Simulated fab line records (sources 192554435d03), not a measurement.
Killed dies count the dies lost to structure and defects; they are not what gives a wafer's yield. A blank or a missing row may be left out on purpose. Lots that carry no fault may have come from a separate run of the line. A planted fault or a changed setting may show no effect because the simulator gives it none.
Chamber matching | flow n5-finfet | N5_BEOL_M0_SAQP_PECVD_04 on pecvd-02 has 3 sister chambers
The step deposits a-Si from SiH4/He, target thk 60 nm, time 60.2 s. 3 wafers are shown with their chamber, then 12 later ones without.

## WAFERS WITH THEIR CHAMBER
wafer  | chamber | throttle-valve-pct (%)
L087.4 | 0       | 17.9
L089.5 | 2       | 16.7
L089.6 | 1       | 19.0

## WAFERS WITHOUT THEIR CHAMBER
wafer  | throttle-valve-pct (%)
L091.1 | 18.2
L091.2 | 16.7
L091.6 | 17.8
L092.1 | 17.9
L092.3 | 17.0
L092.4 | 16.7
L095.2 | 18.0
L095.3 | 16.7
L095.5 | 19.2
L097.1 | 18.9
L097.3 | 16.7
L097.5 | 17.1

## EACH ONE'S CHAMBER
wafer  | from the rows above | in truth
L091.1 | 0                   | 0
L091.2 | 2                   | 2
L091.6 | 0                   | 0
L092.1 | 0                   | 0
L092.3 | 2                   | 2
L092.4 | 2                   | 2
L095.2 | 0                   | 0
L095.3 | 2                   | 2
L095.5 | 1                   | 1
L097.1 | 1                   | 1
L097.3 | 2                   | 2
L097.5 | 2                   | 2
12 of 12 placed correctly. Left unplaced by these rows: 0. Number placed wrongly: 0.
How it was worked out, from the rows above alone: a wafer's distance from a chamber is the root of the sum, over the readings, of the square of ((its reading less the chamber's mean) divided by the reading's scatter). The wafer belongs to the nearest chamber; if the next one is less than 2 further off, it can't be placed. Each chamber's mean is taken over the wafers shown for it. The scatter: with one shown wafer a chamber, the root of the mean of the squares of how far each hidden wafer lies from its nearest shown one.
